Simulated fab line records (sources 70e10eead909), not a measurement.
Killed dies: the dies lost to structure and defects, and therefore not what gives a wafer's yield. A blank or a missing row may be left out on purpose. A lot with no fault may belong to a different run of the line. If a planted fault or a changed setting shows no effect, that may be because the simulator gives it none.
The tool behind it: which one?    flow nand-harc    at 1 step of a route of 1159, 12 lots with 36 wafers sampled

## WHAT THE GAUGES READ, wafer by wafer
NHARC_P_BONDPAD_CD_MEAS_13.
lot   measured      on         cd-nm (nm)
L075  day 6 23:59   cd-sem-03  497.0 499.7 496.3
L077  day 7 01:31   cd-sem-03  500.0 497.3 499.4
L078  day 7 13:14   cd-sem-02  498.9 500.4 497.6
L081  day 7 20:38   cd-sem-01  498.1 497.5 495.6
L083  day 8 10:41   cd-sem-01  498.5 495.5 497.3
L085  day 9 02:40   cd-sem-03  503.1 501.8 503.0
L087  day 9 16:19   cd-sem-03  504.3 503.6 502.3
L089  day 10 03:17  cd-sem-02  499.3 500.5 500.7
L091  day 10 12:11  cd-sem-03  500.8 505.1 500.4
L093  day 10 23:37  cd-sem-03  498.7 498.6 498.3
L095  day 11 12:49  cd-sem-03  502.0 500.5 498.0
L096  day 12 03:07  cd-sem-03  500.8 501.5 498.8

## TOOL THAT RAN EACH LOT (tool first, then ch and the chambers of the sampled wafers, then the start)
Before these readings, the record contains no process step.

## THE ANSWER, worked out from the rows above alone
Rule: usual is defined by the lots themselves. Put in order of their means at a reading, lots are off if they are a third of the lots or fewer, leave a main group of 4 or more, and stand apart from it by a gap of 3 or more times the standard deviation of the main group's means; of several such gaps the widest counts. A main group whose means are all the same, to the digits that the tables above print for the reading, isn't used. A lot without any number at a reading at which 4 lots or more have one is off too. Any other lot the step has rows for is counted as sound.
Across all readings shown, no lot is off: no conclusion can be drawn from this.

## WHAT THE SIMULATOR HAD INSERTED
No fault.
